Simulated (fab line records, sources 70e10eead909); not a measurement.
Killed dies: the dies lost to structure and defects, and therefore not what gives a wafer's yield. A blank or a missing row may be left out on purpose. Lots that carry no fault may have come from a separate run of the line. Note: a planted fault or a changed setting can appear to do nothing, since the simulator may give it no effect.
Which tool is to blame? | flow nandHarc | 12 lots with 36 wafers sampled at 2 steps, on a route of 1302 steps

## WHAT THE GAUGES READ, wafer by wafer
NHARC_A_CONTACT_CD_MEAS_53.
lot  | measured     | on       | cdNm (nm)
L074 | day 21 21:58 | cdSem-03 | 288.8 288.4 288.8
L077 | day 22 19:38 | cdSem-01 | 288.3 290.6 290.1
L079 | day 23 10:35 | cdSem-01 | 290.8 289.7 289.5
L081 | day 24 00:39 | cdSem-01 | 289.3 288.6 288.5
L083 | day 25 11:38 | cdSem-03 | 288.6 290.3 290.6
L086 | day 26 03:09 | cdSem-01 | 287.7 288.7 288.4
L088 | day 27 10:44 | cdSem-03 | 290.1 290.6 290.8
L090 | day 28 21:28 | cdSem-01 | 289.5 289.3 289.9
L091 | day 29 11:02 | cdSem-02 | 288.8 288.2 289.0
L092 | day 29 16:48 | cdSem-01 | 288.6 289.3 289.7
L096 | day 30 15:50 | cdSem-01 | 290.0 290.0 288.7
L095 | day 30 20:26 | cdSem-02 | 288.7 289.7 289.1

## TOOL THAT RAN EACH LOT (tool first, then ch and the chambers of the sampled wafers, then the start)
lot  | NHARC_A_CONTACT_ETCH_51
L074 | rieDiel-13 ch 2,3, day 21 21:58 or earlier
L077 | rieDiel-13 ch 1,2,3, day 22 19:38 or earlier
L079 | rieDiel-13 ch 0,1,3, day 23 10:35 or earlier
L081 | rieDiel-13 ch 0,2,3, day 24 00:39 or earlier
L083 | rieDiel-02 ch 2,3, day 25 11:38 or earlier
L086 | rieDiel-02 ch 1,2,3, day 26 03:09 or earlier
L088 | rieDiel-13 ch 0,1,3, day 27 10:44 or earlier
L090 | rieDiel-13 ch 1,2, day 28 21:28 or earlier
L091 | rieDiel-03 ch 2,3, day 29 11:02 or earlier
L092 | rieDiel-02 ch 0,2, day 29 16:48 or earlier
L096 | rieDiel-03 ch 0,2,3, day 30 15:50 or earlier
L095 | rieDiel-13 ch 1,2,3, day 30 20:26 or earlier
- NHARC_A_CONTACT_ETCH_51: etches the open film in O2/COS, target depth 7000 nm, time 1820 s.

## THE ANSWER, worked out from the rows above alone
Rule: the usual values come from the lots themselves. The widest of any qualifying gaps counts: lots, ordered by their means at a reading, are off when they make up no more than a third of the lots, leave a main group of 4 or more, and stand apart from it by 3 or more times the standard deviation of that group's means. Not used: any main group whose means are identical at the precision the tables above print for the reading. A lot without any number at a reading at which 4 lots or more have one is off too. Where the step has rows for the other lots, those lots are counted as sound.
Nothing can be told from this: no lot is off at any reading shown.

## WHAT HAD BEEN PUT IN BY THE SIMULATOR
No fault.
